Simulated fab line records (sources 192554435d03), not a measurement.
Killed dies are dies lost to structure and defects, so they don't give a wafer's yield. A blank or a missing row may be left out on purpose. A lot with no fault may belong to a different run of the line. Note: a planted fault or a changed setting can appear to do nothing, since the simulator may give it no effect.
3 desks, one fault || flow n5Finfet || only its own numbers are on each desk; what lay behind them is given at the end

## FROM THE METROLOGY DESK
Means of the sampled wafers that have a number, per lot and without regard to the tool the lot ran on: this is what the gauges read. Any lot whose mean is over 4 standard deviations away from the usual mean is out of limits and marked OUT; that distance is given in the brackets.
Columns: A = cdNm at N5_BEOL_M11_CD_MEAS_28, usual 70.2 nm; B = V10_OVL at N5_BEOL_M11_OVL_MEAS_29, usual -0.6 nm
{"lot": "L958", "first seen here": "day 10 12:49", "A": 71.3, "B": 0.0}
{"lot": "L959", "first seen here": "day 11 01:57", "A": 69.5, "B": -0.3}
{"lot": "L968", "first seen here": "day 14 03:56", "A": 70.8, "B": -0.8}
{"lot": "L970", "first seen here": "day 14 07:09", "A": 70.6, "B": 0.3}
{"lot": "L971", "first seen here": "day 14 21:40", "A": 70.4, "B": 0.3}
{"lot": "L973", "first seen here": "day 15 12:08", "A": 70.4, "B": -1.3}
{"lot": "L978", "first seen here": "day 16 08:37", "A": 69.8, "B": -0.8}
This desk's verdict: no lot among the 7 shows anything out of limits.

## THE DEFECT DESK
What the inspections along the route counted, lot by lot: means of the sampled wafers that have a number. Any lot whose mean is over 4 standard deviations away from the usual mean is out of limits and marked OUT; that distance is given in the brackets.
Columns: A = rawDefectCount at N5_BEOL_M11_INSPECT_30, usual 415
{"lot": "L958", "first seen here": "day 10 12:52", "A": 471}
{"lot": "L959", "first seen here": "day 11 02:00", "A": 398}
{"lot": "L968", "first seen here": "day 14 04:00", "A": 459}
{"lot": "L970", "first seen here": "day 14 07:13", "A": 442}
{"lot": "L971", "first seen here": "day 14 21:43", "A": 471}
{"lot": "L973", "first seen here": "day 15 12:12", "A": 314}
{"lot": "L978", "first seen here": "day 16 08:40", "A": 468}
This desk's verdict: no lot among the 7 shows anything out of limits.

## FOR THE TOOL OWNER'S DESK: rieDiel-02
The tool's own readings at N5_BEOL_M11_ETCH_66 (etches SOC in N2/H2, target depth 120 nm, overetch 24 nm, time 180 s): means of the sampled wafers that have a number, for each lot that ran on this tool. Any lot whose mean is over 4 standard deviations away from the usual mean is out of limits and marked OUT; that distance is given in the brackets.
Columns: A = drypumpMotorCurrentA at N5_BEOL_M11_ETCH_66, usual 5.8 A; B = oesProductAu at N5_BEOL_M11_ETCH_66, usual 0.64 a.u.; C = rfVppV at N5_BEOL_M11_ETCH_66, usual 524.1 V; D = runLengthS at N5_BEOL_M11_ETCH_66, usual 203.4 s; E = showerheadPlenumPTorr at N5_BEOL_M11_ETCH_66, usual 2.55 Torr; F = throttleValvePct at N5_BEOL_M11_ETCH_66, usual 17.85 %
{"lot": "L959", "first seen here": "day 11 02:07", "A": 6.1, "B": 0.69, "C": 525.2, "D": 203.6, "E": 2.55, "F": 17.51}
{"lot": "L968", "first seen here": "day 14 05:31", "A": 6.0, "B": 0.58, "C": 525.2, "D": "239.8 (+70) OUT", "E": 2.60, "F": 17.79}
{"lot": "L970", "first seen here": "day 14 07:48", "A": 5.1, "B": 0.57, "C": 521.5, "D": "239.0 (+68) OUT", "E": 2.46, "F": 17.70}
{"lot": "L973", "first seen here": "day 15 12:19", "A": 5.7, "B": 0.60, "C": 525.9, "D": "227.4 (+46) OUT", "E": 2.63, "F": 17.90}
This desk's finding: out of limits on L968, L970, L973; first on L968, day 14 05:31 (runLengthS at N5_BEOL_M11_ETCH_66). L959 stayed within limits.

## BROUGHT TOGETHER
An alarm could have come from the tool owner's desk at day 14 05:31, on L968, L970, L973.
Nothing out of limits was seen by the metrology desk.
The defect desk saw nothing out of limits.
The metrology desk has L968, L970, L973 on record, within its limits.
The defect desk has L968, L970, L973 on record, within its limits.
Every lot named ran N5_BEOL_M11_ETCH_66 on rieDiel-02.

## WHAT THE SIMULATOR PUT IN
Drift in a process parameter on rieDiel-02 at N5_BEOL_M11_ETCH_66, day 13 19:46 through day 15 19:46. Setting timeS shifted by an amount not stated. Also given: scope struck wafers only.
Struck lots among those shown: L968, L970, L973.
Time in hours from fault onset to the first out-of-limits reading at each desk: the tool owner's desk, 10.
